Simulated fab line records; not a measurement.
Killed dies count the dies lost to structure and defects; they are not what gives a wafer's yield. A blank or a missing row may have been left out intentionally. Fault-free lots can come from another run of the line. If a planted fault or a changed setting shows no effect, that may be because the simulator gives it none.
Split-lot experiment    flow n5Finfet    7 lots, 21 wafers read, on a route of 1938 steps

ON THE SPLIT
At N5_BEOL_M7_VIA_ETCH_34 (etches SiCOH lowk in C4F6/O2, target depth 125.5 nm, time 50.5 s), the setting sourceW was moved away from the recipe's 345 W on 6 of the 21 wafers read, by -12.9% to +6.8%. The other wafers ran this setting at the recipe's value.

Reading taken at the split's own step.

THE READING
rfVppV, in V, at N5_BEOL_M7_VIA_ETCH_34 (etches SiCOH lowk in C4F6/O2, target depth 125.5 nm, time 50.5 s). A value of 666 V with a standard deviation of 5.3 V is what fault-free wafers of this fab line usually give.

wafer   tool, chamber at the split  sourceW as run, W  against the recipe  rfVppV, V  against lot-mates on the recipe
L076.2  rieDiel-04, 2               317.4              -8.0%               705        +36
L076.4  rieDiel-04, 1               345                recipe              669        -
L076.5  rieDiel-04, 3               317.4              -8.0%               690        +21
L083.3  rieDiel-02, 0               300.4              -12.9%              721        +51
L083.4  rieDiel-02, 3               345                recipe              670        -
L083.5  rieDiel-02, 1               300.4              -12.9%              716        +46
L086.1  rieDiel-01, 3               345                recipe              672        -
L086.3  rieDiel-01, 1               318.6              -7.7%               691        +23
L086.5  rieDiel-01, 1               345                recipe              664        -
L089.1  rieDiel-01, 1               345                recipe              663        -
L089.3  rieDiel-01, 2               345                recipe              669        -
L089.4  rieDiel-01, 3               345                recipe              673        -
L088.2  rieDiel-04, 1               345                recipe              666        -
L088.3  rieDiel-04, 0               345                recipe              661        -
L088.6  rieDiel-04, 2               345                recipe              675        -
L085.3  rieDiel-04, 1               345                recipe              667        -
L085.4  rieDiel-04, 2               345                recipe              675        -
L085.5  rieDiel-04, 3               368.4              +6.8%               641        -30
L095.2  rieDiel-01, 0               345                recipe              663        -
L095.3  rieDiel-01, 1               345                recipe              663        -
L095.5  rieDiel-01, 3               345                recipe              673        -

FIT RESULTS
A straight line over all 21 wafers: rfVppV changes by -3.78 V for each +1% of sourceW; r = -0.97; the points scatter about the line by 5 V.
The same after taking each lot's own level away (the mean of its wafers on the recipe; 21 wafers): -3.73 V for each +1%; r = -0.97; scatter 4.9 V.
Per that fit: largest sourceW move, reading shift of 48 V.
Across the lots, their own levels run from 666.3 to 671.0 V, a range of 0.9 times the standard deviation given above.
So the lot-to-lot level changes the slope little: the two slopes agree.
Check: for one of the wafers moved furthest among these (-12.9%), held out of the fit, the line's prediction against its lot-mates is +46.2 V. It came out at +51 V against them.
Tool readings at the split's step, against how far the setting was moved: rfVppV r = -0.97.

ADDITIONAL SPLITS CARRIED BY THESE WAFERS
Before the reading, these wafers also passed through other splits. Each is held against what the fit with the lots' levels taken away leaves over:
other split on the same wafers   wafers away from the commonest value  r with rfVppV (lot level and that fit taken away)
N5_BEOL_M5_EXPOSE_25 doseMj      7                                     -0.37
N5_BEOL_M6_ETCH_66 biasW         4                                     +0.34
N5_BEOL_M6_TRENCH_ETCH_37 biasW  7                                     +0.12

FILE'S OWN FIT
rfVppV changes by -3.69 V for each +1% of sourceW, r = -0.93.
